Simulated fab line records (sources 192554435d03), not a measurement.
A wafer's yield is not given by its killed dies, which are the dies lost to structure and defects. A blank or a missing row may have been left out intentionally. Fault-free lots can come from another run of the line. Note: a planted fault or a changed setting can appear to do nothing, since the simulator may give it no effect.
Chamber matching    flow n5-finfet    N5_BEOL_M5_ETCH_72 on rie-diel-02 has 4 sister chambers
The step etches underlayer in N2/H2, target depth 6.5 nm, time 5.2 s. 8 wafers are shown with their chamber, then 7 later ones without.

== WAFERS, EACH WITH ITS CHAMBER ==
wafer   chamber  drypump-motor-current-A (A)  showerhead-plenum-p-Torr (Torr)
L075.3  2        6.0                          2.49
L075.6  3        5.6                          2.63
L085.4  2        6.0                          2.48
L090.3  1        6.0                          2.48
L090.4  0        5.9                          2.50
L090.6  0        5.9                          2.50
L092.1  3        5.6                          2.62
L092.2  1        6.1                          2.48

== WAFERS WITH NO CHAMBER GIVEN ==
wafer   drypump-motor-current-A (A)  showerhead-plenum-p-Torr (Torr)
L092.3  6.0                          2.48
L097.2  6.0                          2.47
L097.3  5.6                          2.62
L097.6  6.0                          2.47
L094.1  6.0                          2.47
L094.4  6.1                          2.47
L094.6  5.6                          2.62

== CHAMBER TAKEN BY EACH ==
wafer   from the rows above      in truth
L092.3  can't be placed: 2 or 1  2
L097.2  can't be placed: 1 or 2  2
L097.3  3                        3
L097.6  can't be placed: 1 or 2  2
L094.1  can't be placed: 1 or 2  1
L094.4  can't be placed: 1 or 2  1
L094.6  3                        3
Placed correctly: 2 of 7. These rows do not allow placing 5 (true chamber among the candidates in 5). Number placed wrongly: 0.
How it was worked out, from the rows above alone: a wafer's distance from a chamber is the root of the sum, over the readings, of the square of ((its reading less the chamber's mean) divided by the reading's scatter). If the next closest chamber is less than 2 further off than the closest, the wafer can't be placed; otherwise it belongs to the closest. The mean given for a chamber averages the wafers shown for that chamber. How the scatter is found: for the shown wafers, subtract from each reading the mean of its chamber, square and add these, divide the total by (wafers less chambers), then take the root.
